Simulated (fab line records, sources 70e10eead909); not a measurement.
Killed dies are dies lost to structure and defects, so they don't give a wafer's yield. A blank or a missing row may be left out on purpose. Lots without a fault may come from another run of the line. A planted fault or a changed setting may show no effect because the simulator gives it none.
Chamber matching | flow nand_harc | NHARC_A_ZERO_WELL_ETCH_19 on rie_diel-06: 4 sister chambers
The step etches the open film in N2/H2, target depth 80 nm, overetch 24 nm, time 87.88 s. 4 wafers are shown with their chamber, then 8 later ones without.

WAFERS WITH THEIR CHAMBER
wafer  | chamber | drypump_motor_current_A (A)
L185.6 | 3       | 6.4
L193.1 | 0       | 5.6
L193.4 | 2       | 6.2
L194.1 | 1       | 5.2

WAFERS WITHOUT THEIR CHAMBER
wafer  | drypump_motor_current_A (A)
L194.4 | 5.6
L194.5 | 5.6
L195.2 | 5.6
L195.3 | 6.4
L195.5 | 6.1
L196.2 | 6.5
L196.4 | 5.1
L196.5 | 6.1

WHICH CHAMBER EACH WENT THROUGH
wafer  | from the rows above | in truth
L194.4 | 0                   | 0
L194.5 | 0                   | 0
L195.2 | 0                   | 0
L195.3 | 3                   | 3
L195.5 | 2                   | 2
L196.2 | 3                   | 3
L196.4 | 1                   | 1
L196.5 | 2                   | 2
Placed correctly: 8 of 8. Can't be placed from these rows: 0. Placed wrongly: 0.
How it was worked out, from the rows above alone: a wafer's distance from a chamber is the root of the sum, over the readings, of the square of ((its reading less the chamber's mean) divided by the reading's scatter). The wafer belongs to the nearest chamber; if the next one is less than 2 further off, it can't be placed. A chamber's mean is the mean of its shown wafers. The scatter: with one shown wafer a chamber, the root of the mean of the squares of how far each hidden wafer lies from its nearest shown one.
